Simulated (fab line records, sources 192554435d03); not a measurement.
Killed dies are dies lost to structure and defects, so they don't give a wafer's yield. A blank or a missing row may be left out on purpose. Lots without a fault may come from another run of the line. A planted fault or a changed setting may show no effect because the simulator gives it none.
fab line records | flow n5_finfet
record lots=24 wafers=72 last_day=18
route steps=1938 shown DUMMY_GATE@242 SD_EPI_N@287 SD_ACTIVATION@330 ILD0@341 SDB@365
lots that met no fault: from a run of the same line without faults
start_h: hours from the record's first day to the start of the lot's first wafer shown | wait_h: hours since the lot's step before | " the same as in the row above | L1.1+2: a row that stands for several wafers | - no value, or no start given | * or withheld: withheld | < > ~ a bound
route shown NAME@n: a module of which the file shows steps, and the number in the route of the first | usual: mean/standard deviation of fault-free wafers | same: alike in all rows | chamber/n: place in a boat | sites: the reading at each site | _std_site: their standard deviation | _edge_site: outer sites' mean less inner sites' | radius_mm: how far each site lies from the wafer's centre | mask NAME#n: copy n | behind: the tool/chamber that last shaped the wafer | hold: why the lot was held/for how many hours/how that ended | device: the transistor (n, p or np) that didn't switch | end of line: the same wafers' tests at the end of the route | a step without rows: its recipe alone | killed: dies lost to structure and defects at the first sort, not the wafer's yield | map: a wafer's dies, x killed, . not, _ none there
set.NAME: the setting as run; set.NAME@STEP: as run at that earlier step | model.NAME: the simulator's own value behind a step, which no gauge read
steps of the route over a sample of lots; a table a step, a row a wafer
services: from which hour (start_h, from the record's first day; less than 0 if before it) a tool's chamber was out of use, for how many hours, and why
## steps
# step N5_DUMMY_GATE_CD_MEAS_50
# recipe target_cd_nm=14
# usual cd_nm=13.98/0.29
# columns lot.wafer tool chamber start_h wait_h cd_nm
L074.1 cd_sem-03 - 47.12 0.0 13.90
L074.4 " - " " 14.31
L074.5 " - " " 13.99
L075.2 cd_sem-02 - 51.96 0.0 13.79
L075.3 " - " " 13.72
L075.6 " - " " 13.85
L076.2 cd_sem-02 - 60.07 0.0 13.85
L076.4 " - " " 13.73
L076.6 " - " " 13.53
L077.2 cd_sem-03 - 66.85 0.0 13.76
L077.3 " - " " 13.90
L077.5 " - " " 13.68
L078.2 cd_sem-02 - 69.53 0.0 13.74
L078.3 " - " " 14.22
L078.4 " - " " 14.12
L079.1 cd_sem-02 - 76.83 0.0 13.94
L079.2 " - " " 13.68
L079.5 " - " " 13.80
L080.2 cd_sem-03 - 81.05 0.1 14.13
L080.3 " - " " 13.96
L080.4 " - " " 13.87
L081.3 cd_sem-01 - 88.39 0.0 13.69
L081.4 " - " " 14.02
L081.6 " - " " 13.51
L082.1 cd_sem-03 - 99.96 0.0 13.60
L082.5 " - " " 14.32
L082.6 " - " " 13.85
L083.2 cd_sem-01 - 103.53 0.0 14.04
L083.4 " - " " 14.13
L083.5 " - " " 13.72
L084.1 cd_sem-03 - 108.95 0.0 14.06
L084.5 " - " " 14.52
L084.6 " - " " 13.50
L085.2 cd_sem-02 - 114.26 0.0 13.48
L085.3 " - " " 14.15
L085.4 " - " " 14.08
L086.1 cd_sem-03 - 121.19 0.0 14.14
L086.5 " - " " 14.45
L086.6 " - " " 13.77
L087.2 cd_sem-01 - 125.10 0.0 14.34
L087.4 " - " " 13.82
L087.6 " - " " 13.71
L088.1 cd_sem-02 - 129.84 0.0 13.93
L088.3 " - " " 13.96
L088.5 " - " " 14.04
L089.1 cd_sem-03 - 138.75 0.0 14.00
L089.2 " - " " 13.48
L089.3 " - " " 13.80
L090.2 cd_sem-03 - 142.95 0.0 14.16
L090.3 " - " " 14.07
L090.4 " - " " 13.77
L091.2 cd_sem-02 - 149.97 0.0 13.99
L091.3 " - " " 14.16
L091.5 " - " " 14.33
L092.2 cd_sem-02 - 153.87 0.0 14.15
L092.4 " - " " 13.92
L092.6 " - " " 14.27
L093.1 cd_sem-03 - 161.23 0.0 14.06
L093.2 " - " " 13.53
L093.5 " - " " 13.80
L094.2 cd_sem-03 - 165.97 0.0 14.07
L094.3 " - " " 14.27
L094.4 " - " " 14.11
L095.1 cd_sem-02 - 173.23 0.0 14.59
L095.3 " - " " 14.44
L095.5 " - " " 14.87
L096.1 cd_sem-01 - 180.29 0.0 13.88
L096.3 " - " " 14.69
L096.5 " - " " 14.22
L097.2 cd_sem-01 - 184.37 0.0 13.96
L097.3 " - " " 13.98
L097.5 " - " " 13.65
# step N5_DUMMY_GATE_STRIP_48
# recipe chemistry=N2/H2 time_s=20 power_w=100 temp_c=40 pressure_mtorr=100 rf_frequency_hz=6e+07 bias_power_w=3 n2_flow_sccm=300 h2_flow_sccm=300
# usual bias_power_w=3.000/0.0098 drypump_motor_current_A=5.4/0.5 oes_product_au=0.77/0.052 rf_vpp_V=45.1/0.83 showerhead_plenum_p_Torr=3.33/0.12 temp_c=40.00/0.11 throttle_valve_pct=12.18/0.19
# columns lot.wafer tool chamber start_h wait_h bias_power_w drypump_motor_current_A oes_product_au rf_hours_counter_h rf_vpp_V showerhead_plenum_p_Torr temp_c throttle_valve_pct
L074.1 rie_diel-06 2 47.71 0.0 3.010 5.0 0.78 112 45.3 3.27 40.20 12.08
L074.4 " 3 " " 2.985 5.6 0.70 188 45.8 3.23 39.97 12.28
L074.5 " 3 " " 2.994 5.6 0.70 - 45.2 3.23 39.91 12.28
L075.2 rie_diel-06 1 52.54 0.0 3.007 5.0 0.81 105 44.0 3.27 40.02 12.11
L075.3 " 3 " " 3.000 5.6 0.70 189 45.3 3.23 40.09 12.27
L075.6 " 3 " " 3.006 5.6 0.71 - 45.0 3.23 40.01 12.28
L076.2 rie_diel-06 3 60.66 0.0 2.991 5.6 0.70 192 45.0 3.22 40.26 12.28
L076.4 " 0 " " 3.007 5.5 0.76 124 46.2 3.39 40.24 12.50
L076.6 " 1 " " 3.007 5.0 0.80 - 45.8 3.27 39.79 12.11
L077.2 rie_diel-01 0 67.67 0.0 2.994 5.4 0.82 75 44.9 3.15 39.78 11.91
L077.3 " 3 " " 2.990 5.7 0.72 202 44.9 3.36 39.93 12.38
L077.5 " 0 " " 2.988 5.4 0.82 - 44.5 3.15 39.91 11.92
L078.2 rie_diel-02 0 70.12 0.0 2.983 5.3 0.92 17 46.5 3.59 40.09 11.83
L078.3 " 3 " " 2.984 5.9 0.79 109 45.3 3.40 40.12 12.06
L078.4 " 1 " " 3.020 6.3 0.80 117 44.1 3.27 39.96 12.04
L079.1 rie_diel-01 0 77.45 0.0 3.009 5.4 0.81 78 45.7 3.15 39.91 11.90
L079.2 " 3 " " 3.000 5.7 0.72 205 44.6 3.36 40.04 12.40
L079.5 " 1 " " 2.999 4.7 0.74 - 45.4 3.50 39.86 12.36
L080.2 rie_diel-06 1 81.64 0.0 3.013 4.9 0.79 113 45.3 3.27 40.00 12.12
L080.3 " 3 " " 3.009 5.6 0.69 199 44.5 3.22 40.11 12.31
L080.4 " 0 " " 2.997 5.6 0.75 130 45.7 3.39 39.79 12.51
L081.3 rie_diel-01 0 89.14 0.0 3.018 5.4 0.81 81 44.0 3.15 40.00 11.91
L081.4 " 3 " " 3.009 5.7 0.72 208 46.8 3.36 39.91 12.41
L081.6 " 2 " " 2.997 6.3 0.76 - 44.8 3.38 39.85 12.05
L082.1 rie_diel-02 2 100.55 0.0 2.994 5.1 0.77 135 43.9 3.25 39.92 12.11
L082.5 " 2 " " 3.001 5.1 0.78 - 44.9 3.25 39.82 12.13
L082.6 " 3 " " 2.998 5.9 0.78 - 45.9 3.39 39.88 12.05
L083.2 rie_diel-06 3 104.14 0.0 2.991 5.6 0.69 205 43.4 3.22 40.03 12.31
L083.4 " 2 " " 3.005 5.0 0.77 129 45.4 3.26 40.26 12.14
L083.5 " 1 " " 2.996 4.9 0.79 - 43.7 3.26 40.28 12.13
L084.1 rie_diel-06 1 109.54 0.0 2.997 5.0 0.79 122 45.8 3.26 39.96 12.15
L084.5 " 0 " " 3.003 5.5 0.75 - 46.6 3.39 39.89 12.54
L084.6 " 1 " " 2.999 4.9 0.78 - 44.9 3.26 39.97 12.15
L085.2 rie_diel-01 0 114.86 0.0 3.000 5.4 0.80 89 45.2 3.14 40.11 11.93
L085.3 " 3 " " 2.990 5.7 0.71 216 44.5 3.35 39.97 12.41
L085.4 " 1 " " 3.008 4.7 0.73 169 45.0 3.50 40.08 12.39
L086.1 rie_diel-01 1 121.79 0.0 3.001 4.7 0.72 171 45.8 3.50 40.01 12.40
L086.5 " 2 " " 3.004 6.3 0.74 - 45.3 3.37 39.88 12.06
L086.6 " 1 " " 2.989 4.7 0.72 - 45.1 3.49 40.02 12.39
L087.2 rie_diel-02 1 125.69 0.0 3.015 6.3 0.79 133 45.4 3.26 39.91 12.08
L087.4 " 3 " " 3.001 5.9 0.79 126 44.0 3.39 40.08 12.10
L087.6 " 3 " " 2.994 5.9 0.79 - 45.1 3.39 40.03 12.10
L088.1 rie_diel-02 0 130.43 0.0 3.006 5.3 0.89 31 46.2 3.58 39.88 11.87
L088.3 " 2 " " 3.004 5.1 0.76 145 45.8 3.24 39.95 12.15
L088.5 " 2 " " 3.022 5.1 0.76 - 44.5 3.24 40.08 12.15
L089.1 rie_diel-01 3 139.40 0.0 2.989 5.7 0.70 224 46.4 3.35 40.11 12.43
L089.2 " 0 " " 3.008 5.4 0.80 97 44.6 3.14 40.02 11.95
L089.3 " 1 " " 2.999 4.7 0.71 177 45.8 3.49 40.07 12.40
L090.2 rie_diel-02 3 143.66 0.0 3.001 5.9 0.78 128 45.0 3.38 39.89 12.10
L090.3 " 1 " " 3.000 6.3 0.78 139 44.6 3.25 39.85 12.09
L090.4 " 0 " " 3.007 5.2 0.89 35 44.9 3.58 40.06 11.86
L091.2 rie_diel-02 0 150.56 0.0 3.007 5.3 0.88 38 45.7 3.58 39.98 11.86
L091.3 " 3 " " 3.000 5.9 0.78 130 46.3 3.38 39.79 12.10
L091.5 " 1 " " 3.005 6.3 0.78 - 44.0 3.25 39.93 12.09
L092.2 rie_diel-02 1 154.52 0.0 2.983 6.3 0.78 142 45.0 3.25 40.03 12.12
L092.4 " 3 " " 2.991 5.9 0.78 131 45.1 3.38 39.98 12.11
L092.6 " 1 " " 3.003 6.3 0.78 - 44.6 3.25 39.93 12.10
L093.1 rie_diel-01 0 161.85 0.0 3.013 5.4 0.79 103 44.9 3.14 40.05 11.97
L093.2 " 2 " " 2.981 6.3 0.73 153 45.7 3.37 40.09 12.10
L093.5 " 0 " " 3.013 5.4 0.79 - 44.9 3.14 39.98 11.95
L094.2 rie_diel-06 2 166.55 0.0 3.007 5.0 0.75 150 46.0 3.25 40.04 12.18
L094.3 " 1 " " 3.011 5.0 0.77 139 44.5 3.25 40.05 12.20
L094.4 " 2 " " 2.996 5.0 0.75 - 44.6 3.25 39.91 12.20
L095.1 rie_diel-01 1 173.82 0.0 3.012 4.7 0.71 188 45.6 3.49 39.88 12.45
L095.3 " 2 " " 3.002 6.3 0.73 156 44.6 3.37 39.96 12.10
L095.5 " 1 " " 3.018 4.7 0.70 - 45.7 3.49 40.17 12.43
L096.1 rie_diel-01 0 180.88 0.0 2.978 5.4 0.79 108 44.9 3.13 39.80 11.97
L096.3 " 2 " " 3.005 6.3 0.73 158 47.0 3.36 39.81 12.11
L096.5 " 0 " " 2.995 5.4 0.79 - 44.1 3.13 39.95 11.97
L097.2 rie_diel-06 0 184.95 0.0 3.002 5.6 0.73 158 43.7 3.37 40.02 12.58
L097.3 " 3 " " 3.001 5.6 0.67 231 44.4 3.20 40.19 12.38
L097.5 " 2 " " 2.997 5.0 0.75 - 44.9 3.24 40.12 12.23
# step N5_SD_EPI_N_VAPOR_ETCH_50
# recipe chemistry=HCl target=Si temp_c=775 time_s=54 pressure_torr=20 mode=isotropic
# usual throttle_valve_pct=11.6/0.4
# columns lot.wafer tool chamber start_h wait_h throttle_valve_pct
L074.1 epi_rpcvd-03 0 50.43 0.3 11.4
L074.4 " 0 " " 11.3
L074.5 " 0 " " 11.2
L075.2 epi_rpcvd-02 0 55.47 0.3 12.0
L075.3 " 0 " " 12.2
L075.6 " 0 " " 12.0
L076.2 epi_rpcvd-03 0 63.69 0.3 11.0
L076.4 " 0 " " 11.1
L076.6 " 0 " " 11.3
L077.2 epi_rpcvd-01 0 70.76 0.3 11.5
L077.3 " 0 " " 11.7
L077.5 " 0 " " 11.5
L078.2 epi_rpcvd-03 0 72.96 0.3 11.2
L078.3 " 0 " " 11.2
L078.4 " 0 " " 11.2
L079.1 epi_rpcvd-03 0 80.38 0.3 11.3
L079.2 " 0 " " 11.4
L079.5 " 0 " " 10.9
L080.2 epi_rpcvd-01 0 84.53 0.3 11.9
L080.3 " 0 " " 11.8
L080.4 " 0 " " 11.4
L081.3 epi_rpcvd-03 0 93.55 0.2 11.5
L081.4 " 0 " " 11.2
L081.6 " 0 " " 11.2
L082.1 epi_rpcvd-03 0 104.56 0.3 11.3
L082.5 " 0 " " 11.2
L082.6 " 0 " " 11.2
L083.2 epi_rpcvd-01 0 107.09 0.3 11.9
L083.4 " 0 " " 11.5
L083.5 " 0 " " 11.7
L084.1 epi_rpcvd-03 0 112.21 0.3 11.2
L084.5 " 0 " " 11.1
L084.6 " 0 " " 11.2
L085.2 epi_rpcvd-03 0 117.73 0.3 11.4
L085.3 " 0 " " 11.2
L085.4 " 0 " " 11.7
L086.1 epi_rpcvd-02 0 124.91 0.3 12.2
L086.5 " 0 " " 12.2
L086.6 " 0 " " 12.3
L087.2 epi_rpcvd-03 0 128.50 0.3 11.2
L087.4 " 0 " " 11.3
L087.6 " 0 " " 11.4
L088.1 epi_rpcvd-03 0 133.40 0.3 11.1
L088.3 " 0 " " 11.1
L088.5 " 0 " " 11.2
L089.1 epi_rpcvd-02 0 142.07 0.3 12.2
L089.2 " 0 " " 12.2
L089.3 " 0 " " 12.3
L090.2 epi_rpcvd-01 0 146.49 0.3 11.7
L090.3 " 0 " " 11.8
L090.4 " 0 " " 11.8
L091.2 epi_rpcvd-02 0 154.75 0.4 12.1
L091.3 " 0 " " 12.4
L091.5 " 0 " " 12.2
L092.2 epi_rpcvd-01 0 157.67 0.3 11.6
L092.4 " 0 " " 11.6
L092.6 " 0 " " 11.9
L093.1 epi_rpcvd-01 0 164.50 0.3 12.1
L093.2 " 0 " " 11.8
L093.5 " 0 " " 11.6
L094.2 epi_rpcvd-02 0 169.72 0.3 12.3
L094.3 " 0 " " 12.3
L094.4 " 0 " " 11.9
L095.1 epi_rpcvd-03 0 176.59 0.3 11.2
L095.3 " 0 " " 11.3
L095.5 " 0 " " 10.9
L096.1 epi_rpcvd-03 0 184.67 0.3 11.1
L096.3 " 0 " " 11.5
L096.5 " 0 " " 11.3
L097.2 epi_rpcvd-01 0 188.24 0.3 11.6
L097.3 " 0 " " 11.7
L097.5 " 0 " " 11.6
# step N5_SD_ACTIVATION_RTA_00
# recipe temp_c=975 time_s=0 ambient=N2 idle_temp_c=600 ramp_up_c_per_s=150 ramp_down_c_per_s=60 cool_to_c=600
# usual lamp_power_pct=8.96/0.055 lamp_zone_4_pct=8.949/0.026 wafer_temp_C_max=975.0/2.1
# columns lot.wafer tool chamber start_h wait_h lamp_power_pct lamp_zone_4_pct wafer_temp_C_max
L074.1 rtp_anneal-02 0 57.11 0.0 8.99 8.956 975.1
L074.4 " 0 " " 8.93 8.968 974.3
L074.5 " 0 " " 8.88 8.974 974.5
L075.2 rtp_anneal-01 0 62.15 0.1 8.96 8.947 975.6
L075.3 " 0 " " 9.03 8.949 972.3
L075.6 " 0 " " 8.91 8.892 971.1
L076.2 rtp_anneal-02 0 70.38 0.1 9.03 8.904 975.3
L076.4 " 0 " " 8.94 8.970 976.8
L076.6 " 0 " " 8.87 8.990 974.2
L077.2 rtp_anneal-01 0 78.11 0.1 8.95 8.959 974.3
L077.3 " 0 " " 9.03 8.988 975.7
L077.5 " 0 " " 9.04 8.967 974.7
L078.2 rtp_anneal-01 0 79.78 0.2 8.87 8.946 972.8
L078.3 " 0 " " 8.93 8.949 973.4
L078.4 " 0 " " 8.97 8.955 975.4
L079.1 rtp_anneal-02 0 87.11 0.2 8.97 8.906 975.6
L079.2 " 0 " " 8.94 8.906 976.0
L079.5 " 0 " " 8.94 8.960 978.6
L080.2 rtp_anneal-02 0 91.14 0.1 8.95 8.985 973.5
L080.3 " 0 " " 9.03 8.971 975.5
L080.4 " 0 " " 8.99 8.980 977.4
L081.3 rtp_anneal-01 0 100.74 0.2 9.01 8.942 975.8
L081.4 " 0 " " 8.96 8.968 976.6
L081.6 " 0 " " 8.87 8.978 975.3
L082.1 rtp_anneal-02 0 111.46 0.0 8.97 8.942 975.7
L082.5 " 0 " " 8.84 8.940 974.8
L082.6 " 0 " " 8.97 8.907 978.0
L083.2 rtp_anneal-01 0 113.78 0.1 8.82 8.913 976.8
L083.4 " 0 " " 9.04 8.928 971.4
L083.5 " 0 " " 8.90 8.939 976.8
L084.1 rtp_anneal-01 0 119.00 0.1 9.04 8.911 972.3
L084.5 " 0 " " 9.01 8.938 975.5
L084.6 " 0 " " 8.93 8.952 975.1
L085.2 rtp_anneal-01 0 125.59 0.1 9.03 8.963 973.9
L085.3 " 0 " " 8.89 8.962 976.7
L085.4 " 0 " " 9.02 8.956 976.0
L086.1 rtp_anneal-01 0 131.72 0.2 8.95 8.951 977.0
L086.5 " 0 " " 8.95 8.946 976.8
L086.6 " 0 " " 8.92 8.929 974.4
L087.2 rtp_anneal-02 0 135.26 0.1 8.93 8.947 970.5
L087.4 " 0 " " 9.02 8.906 976.4
L087.6 " 0 " " 8.87 8.986 974.1
L088.1 rtp_anneal-01 0 140.24 0.0 8.99 8.944 974.5
L088.3 " 0 " " 8.98 8.976 974.7
L088.5 " 0 " " 9.04 8.954 973.3
L089.1 rtp_anneal-01 0 149.12 0.0 9.00 8.935 972.0
L089.2 " 0 " " 8.97 8.963 975.1
L089.3 " 0 " " 9.04 8.895 977.2
L090.2 rtp_anneal-02 0 153.38 0.1 8.99 8.964 971.7
L090.3 " 0 " " 8.96 8.966 977.2
L090.4 " 0 " " 9.01 8.975 974.4
L091.2 rtp_anneal-02 0 162.20 0.2 8.97 8.931 975.1
L091.3 " 0 " " 9.00 8.931 974.4
L091.5 " 0 " " 8.95 8.949 975.1
L092.2 rtp_anneal-02 0 164.39 0.1 8.95 8.974 976.5
L092.4 " 0 " " 9.04 8.977 975.5
L092.6 " 0 " " 8.99 8.941 973.8
L093.1 rtp_anneal-01 0 171.06 0.0 9.01 8.932 975.3
L093.2 " 0 " " 8.89 8.910 977.8
L093.5 " 0 " " 8.94 8.895 975.6
L094.2 rtp_anneal-01 0 176.80 0.1 8.96 8.952 976.1
L094.3 " 0 " " 8.96 8.941 979.4
L094.4 " 0 " " 8.96 8.942 972.1
L095.1 rtp_anneal-01 0 183.29 0.0 8.98 8.978 976.8
L095.3 " 0 " " 8.95 8.935 975.5
L095.5 " 0 " " 8.94 8.942 975.6
L096.1 rtp_anneal-01 0 191.38 0.0 8.90 8.979 971.5
L096.3 " 0 " " 8.99 8.966 971.9
L096.5 " 0 " " 8.80 8.966 977.0
L097.2 rtp_anneal-01 0 195.08 0.1 8.88 8.928 974.0
L097.3 " 0 " " 8.91 8.922 977.3
L097.5 " 0 " " 8.85 8.941 976.8
# step N5_ILD0_THK_MEAS_08
# usual thk_nm=138.6/0.95
# columns lot.wafer tool chamber start_h wait_h thk_nm
L074.1 film_metro-01 - 60.85 - 137.9
L074.4 " - " " 138.8
L074.5 " - " " 139.8
L075.2 film_metro-01 - 65.88 - 139.3
L075.3 " - " " 139.1
L075.6 " - " " 139.3
L076.2 film_metro-01 - 74.23 - 137.4
L076.4 " - " " 137.5
L076.6 " - " " 138.1
L077.2 film_metro-01 - 81.84 - 139.8
L077.3 " - " " 139.9
L077.5 " - " " 140.0
L078.2 film_metro-02 - 83.53 - 140.4
L078.3 " - " " 139.5
L078.4 " - " " 139.6
L079.1 film_metro-01 - 91.23 - 138.9
L079.2 " - " " 138.6
L079.5 " - " " 139.9
L080.2 film_metro-01 - 95.22 - 138.9
L080.3 " - " " 139.8
L080.4 " - " " 139.0
L081.3 film_metro-01 - 104.89 - 137.4
L081.4 " - " " 138.1
L081.6 " - " " 139.2
L082.1 film_metro-02 - 115.21 - 138.2
L082.5 " - " " 137.6
L082.6 " - " " 137.1
L083.2 film_metro-01 - 117.51 - 138.5
L083.4 " - " " 138.4
L083.5 " - " " 138.1
L084.1 film_metro-01 - 122.82 - 138.2
L084.5 " - " " 138.0
L084.6 " - " " 139.7
L085.2 film_metro-01 - 129.57 - 139.1
L085.3 " - " " 140.6
L085.4 " - " " 138.6
L086.1 film_metro-01 - 135.48 - 138.4
L086.5 " - " " 139.0
L086.6 " - " " 139.3
L087.2 film_metro-02 - 138.98 - 138.0
L087.4 " - " " 137.3
L087.6 " - " " 137.1
L088.1 film_metro-02 - 144.13 - 137.5
L088.3 " - " " 138.1
L088.5 " - " " 137.3
L089.1 film_metro-02 - 152.87 - 138.6
L089.2 " - " " 137.3
L089.3 " - " " 138.8
L090.2 film_metro-01 - 157.13 - 139.0
L090.3 " - " " 139.1
L090.4 " - " " 139.0
L091.2 film_metro-02 - 166.01 - 139.5
L091.3 " - " " 139.9
L091.5 " - " " 139.8
L092.2 film_metro-01 - 168.11 - 138.3
L092.4 " - " " 139.1
L092.6 " - " " 139.4
L093.1 film_metro-01 - 174.84 - 138.9
L093.2 " - " " 139.4
L093.5 " - " " 137.9
L094.2 film_metro-01 - 180.52 - 139.7
L094.3 " - " " 137.9
L094.4 " - " " 138.1
L095.1 film_metro-01 - 187.27 - 139.2
L095.3 " - " " 138.1
L095.5 " - " " 139.3
L096.1 film_metro-02 - 195.35 - 136.4
L096.3 " - " " 137.8
L096.5 " - " " 137.6
L097.2 film_metro-01 - 198.90 - 138.6
L097.3 " - " " 138.8
L097.5 " - " " 138.4
# step N5_SDB_STRIP_22
# recipe chemistry=N2/H2 power_w=1000 temp_c=250 h2_frac=0.65 overash_fraction=0.3 pressure_mtorr=withheld n2_flow_sccm=1750 h2_flow_sccm=3250
# usual drypump_motor_current_A=5.57/0.18 heater_power_w=345/25 oes_product_au=0.714/0.0041 strip_time_to_endpoint_s=96.3/0.34 temp_c=250.00/0.19
# columns lot.wafer tool chamber start_h wait_h drypump_motor_current_A heater_power_w oes_product_au rf_hours_counter_h strip_time_to_endpoint_s temp_c
L074.1 plasma_asher-01 0 64.99 0.1 5.47 327 0.710 88 96.6 250.33
L074.4 " 0 " " 5.44 313 0.717 - 97.0 250.17
L074.5 " 1 " " 5.77 394 0.719 - 97.4 249.72
L075.2 plasma_asher-02 0 70.02 0.1 5.36 336 0.715 38 95.6 249.72
L075.3 " 1 " " 5.72 336 0.717 - 95.8 250.31
L075.6 " 1 " " 5.74 330 0.718 - 95.6 250.22
L076.2 plasma_asher-02 1 78.39 0.1 5.73 331 0.719 39 96.6 249.95
L076.4 " 0 " " 5.39 334 0.710 - 96.6 250.00
L076.6 " 1 " " 5.73 333 0.712 - 96.4 250.24
L077.2 plasma_asher-01 1 86.14 0.1 5.74 384 0.716 92 96.6 249.91
L077.3 " 0 " " 5.43 317 0.715 - 96.7 250.01
L077.5 " 0 " " 5.45 320 0.713 - 96.4 250.26
L078.2 plasma_asher-01 1 87.66 0.1 5.72 399 0.719 92 96.4 249.95
L078.3 " 0 " " 5.38 324 0.711 - 96.5 250.36
L078.4 " 1 " " 5.79 388 0.713 - 96.0 249.96
L079.1 plasma_asher-02 1 95.61 0.1 5.73 340 0.718 43 96.3 249.89
L079.2 " 0 " " 5.35 343 0.708 43 95.7 249.93
L079.5 " 0 " " 5.37 339 0.718 - 96.2 249.81
L080.2 plasma_asher-02 1 99.35 0.1 5.75 338 0.717 44 96.2 249.99
L080.3 " 1 " " 5.76 333 0.714 - 96.1 249.77
L080.4 " 0 " " 5.36 334 0.717 - 96.4 250.14
L081.3 plasma_asher-01 0 109.06 0.1 5.48 318 0.718 - 96.1 249.76
L081.4 " 1 " " 5.74 386 0.706 - 96.0 249.79
L081.6 " 0 " " 5.41 312 0.714 - 96.1 250.13
L082.1 plasma_asher-01 0 119.38 0.1 5.37 316 0.711 98 95.9 249.95
L082.5 " 1 " " 5.76 384 0.719 - 96.2 250.02
L082.6 " 0 " " 5.39 318 0.710 - 96.5 250.01
L083.2 plasma_asher-01 0 121.70 0.1 5.40 316 0.715 98 96.4 250.01
L083.4 " 0 " " 5.39 327 0.712 - 96.8 250.24
L083.5 " 1 " " 5.76 384 0.719 - 96.7 249.98
L084.1 plasma_asher-02 1 126.96 0.1 5.74 342 0.713 49 96.3 250.06
L084.5 " 0 " " 5.39 341 0.717 - 96.9 249.99
L084.6 " 1 " " 5.73 331 0.718 - 96.6 250.09
L085.2 plasma_asher-02 1 133.76 0.1 5.74 344 0.716 51 96.2 250.00
L085.3 " 1 " " 5.76 343 0.709 - 96.5 250.10
L085.4 " 0 " " 5.39 342 0.709 - 96.2 250.08
L086.1 plasma_asher-01 1 139.66 0.1 5.77 391 0.714 102 96.1 249.91
L086.5 " 0 " " 5.43 317 0.711 - 95.8 249.86
L086.6 " 1 " " 5.77 390 0.714 - 96.7 250.09
L087.2 plasma_asher-02 0 143.14 0.1 5.36 340 0.712 52 96.6 249.76
L087.4 " 0 " " 5.36 341 0.712 - 95.9 249.72
L087.6 " 0 " " 5.38 341 0.714 - 96.3 250.05
L088.1 plasma_asher-02 1 149.45 0.1 5.76 332 0.717 53 95.7 250.42
L088.3 " 1 " " 5.74 338 0.713 - 96.4 249.97
L088.5 " 1 " " 5.75 339 0.718 - 96.2 250.37
L089.1 plasma_asher-02 0 157.00 0.1 5.37 340 0.722 55 96.4 250.32
L089.2 " 1 " " 5.73 332 0.708 55 96.1 249.83
L089.3 " 1 " " 5.72 330 0.713 - 96.6 250.03
L090.2 plasma_asher-02 1 161.26 0.1 5.73 336 0.716 55 96.6 249.96
L090.3 " 1 " " 5.74 332 0.719 - 96.3 249.77
L090.4 " 0 " " 5.37 340 0.715 - 96.0 249.85
L091.2 plasma_asher-02 1 170.20 0.1 5.74 342 0.711 57 96.2 250.06
L091.3 " 0 " " 5.39 343 0.709 - 96.0 249.97
L091.5 " 1 " " 5.76 341 0.712 - 96.4 249.70
L092.2 plasma_asher-02 0 172.31 0.1 5.40 340 0.713 58 96.3 249.72
L092.4 " 1 " " 5.73 330 0.717 - 96.7 250.36
L092.6 " 1 " " 5.73 336 0.718 - 96.6 249.86
L093.1 plasma_asher-02 1 179.05 0.1 5.76 348 0.713 59 96.4 249.93
L093.2 " 0 " " 5.36 337 0.708 59 96.5 250.22
L093.5 " 0 " " 5.37 339 0.705 - 96.0 250.12
L094.2 plasma_asher-01 1 185.22 0.1 5.74 394 0.708 113 96.4 249.99
L094.3 " 1 " " 5.72 389 0.714 - 95.8 249.98
L094.4 " 0 " " 5.37 316 0.723 - 95.7 250.02
L095.1 plasma_asher-02 1 191.61 0.1 5.73 343 0.716 61 96.7 249.70
L095.3 " 0 " " 5.38 345 0.715 - 96.0 250.01
L095.5 " 0 " " 5.37 341 0.714 - 96.3 249.74
L096.1 plasma_asher-01 1 199.57 0.1 5.77 398 0.715 116 96.2 249.78
L096.3 " 1 " " 5.76 382 0.716 - 96.1 249.89
L096.5 " 1 " " 5.76 385 0.710 - 96.6 250.00
L097.2 plasma_asher-01 1 202.90 0.1 5.76 396 0.713 116 95.9 250.22
L097.3 " 1 " " 5.79 404 0.717 - 95.9 250.12
L097.5 " 1 " " 5.76 379 0.711 - 95.7 250.06
## services
# columns tool chamber start_h hours kind
epi_rpcvd-01 - 49.98 8.1 pm
plasma_asher-02 - 61.68 3.9 repair
rie_diel-01 - 89.90 2.8 pm
rie_diel-02 0 100.79 3.5 repair
rie_diel-02 0 104.59 9.6 repair
epi_rpcvd-02 - 111.61 8.1 pm
rie_diel-02 3 125.78 8.9 repair
epi_rpcvd-02 - 126.77 14.6 pm
epi_rpcvd-01 - 143.67 0.8 pm
rie_diel-06 0 161.86 8.2 repair
epi_rpcvd-03 - 163.86 2.8 pm
epi_rpcvd-02 - 176.28 2.8 pm
epi_rpcvd-02 - 188.03 1.7 repair
## key
fault none
